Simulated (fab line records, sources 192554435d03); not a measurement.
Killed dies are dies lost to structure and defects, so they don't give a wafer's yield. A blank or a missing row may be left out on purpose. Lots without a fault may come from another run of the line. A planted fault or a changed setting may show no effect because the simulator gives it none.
Split-lot experiment | flow n5_finfet | 7 lots, 21 wafers read, on a route of 1938 steps

THE SPLIT
At N5_BEOL_M12_CMP_49 (polishes, stops on SiOC, t overpolish 20.6 s, target thk 320 nm), the setting down_force_psi was moved away from the recipe's 1 psi on 8 of the 21 wafers read, by -7.2% to +18.2%. The other wafers ran this setting at the recipe's value.

The reading is taken at the split's own step.

THE READING
barrier_field_endpoint_s, in s, at N5_BEOL_M12_CMP_49 (polishes, stops on SiOC, t overpolish 20.6 s, target thk 320 nm). Fault-free wafers of this fab line usually give 30.2 s, standard deviation 0.54 s.

wafer  | tool, chamber at the split | down_force_psi as run, psi | against the recipe | barrier_field_endpoint_s, s | against lot-mates on the recipe
L074.1 | cmp-04, 1                  | 1.182                      | +18.2%             | 25.7                        | -4.4
L074.2 | cmp-04, 2                  | 1                          | recipe             | 30.1                        | -
L074.5 | cmp-04, 3                  | 1.182                      | +18.2%             | 26.4                        | -3.7
L076.4 | cmp-03, 3                  | 1                          | recipe             | 30.3                        | -
L076.3 | cmp-03, 1                  | 1                          | recipe             | 30.2                        | -
L076.6 | cmp-03, 3                  | 1                          | recipe             | 30.4                        | -
L077.4 | cmp-03, 2                  | 1                          | recipe             | 30.5                        | -
L077.5 | cmp-03, 3                  | 1.143                      | +14.3%             | 26.3                        | -4.3
L077.6 | cmp-03, 0                  | 1                          | recipe             | 30.7                        | -
L078.3 | cmp-04, 0                  | 1.152                      | +15.2%             | 26.5                        | -3.9
L078.2 | cmp-04, 3                  | 1                          | recipe             | 29.9                        | -
L078.6 | cmp-04, 0                  | 1                          | recipe             | 30.8                        | -
L086.1 | cmp-02, 0                  | 1                          | recipe             | 30.6                        | -
L086.3 | cmp-02, 1                  | 0.9276                     | -7.2%              | 32.5                        | +1.9
L086.2 | cmp-02, 2                  | 0.9276                     | -7.2%              | 32.3                        | +1.7
L087.2 | cmp-03, 2                  | 1.095                      | +9.5%              | 27.8                        | -2.6
L087.6 | cmp-03, 1                  | 1.095                      | +9.5%              | 27.5                        | -2.9
L087.5 | cmp-03, 2                  | 1                          | recipe             | 30.4                        | -
L091.2 | cmp-04, 1                  | 1                          | recipe             | 29.1                        | -
L091.3 | cmp-04, 3                  | 1                          | recipe             | 29.2                        | -
L091.4 | cmp-04, 0                  | 1                          | recipe             | 28.6                        | -

THE FIT
A straight line over all 21 wafers: barrier_field_endpoint_s changes by -0.246 s for each +1% of down_force_psi; r = -0.95; the points scatter about the line by 0.6 s.
The same after taking each lot's own level away (the mean of its wafers on the recipe; 21 wafers): -0.248 s for each +1%; r = -0.98; scatter 0.34 s.
On that fit, the largest move of down_force_psi shifts the reading by 4.5 s.
The lots' own levels span 28.97 to 30.60 s, that is 3.0 times the standard deviation above.
So the lot-to-lot level changes the slope little: the two slopes agree.
Check: with one of the wafers moved furthest among these (+18.2%) left out of the fit, the line predicts -4.6 s for it against its lot-mates. It came out at -4.4 s against them.
Tool readings at the split's step, against how far the setting was moved: barrier_field_endpoint_s r = -0.95.

OTHER SPLITS ON THESE WAFERS
These wafers also went through other splits before the reading. Each is held against what the fit with the lots' levels taken away leaves over:
other split on the same wafers   | wafers away from the commonest value | r with barrier_field_endpoint_s (lot level and that fit taken away)
N5_BEOL_M7_COAT_71 spin_rpm      | 10                                   | +0.16
N5_BEOL_M8_EXPOSE_25 dose_mj     | 7                                    | +0.04
N5_BEOL_M8_ETCH_66 bias_w        | 7                                    | +0.12
N5_BEOL_M11_DESCUM_16 time_s     | 8                                    | +0.00
N5_BEOL_M12_COAT_04 spin_rpm     | 5                                    | -0.32
N5_BEOL_M12_ETCH_59 h2_flow_sccm | 5                                    | -0.15

THE FILE'S OWN FIT
barrier_field_endpoint_s changes by -0.257 s for each +1% of down_force_psi, r = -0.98.
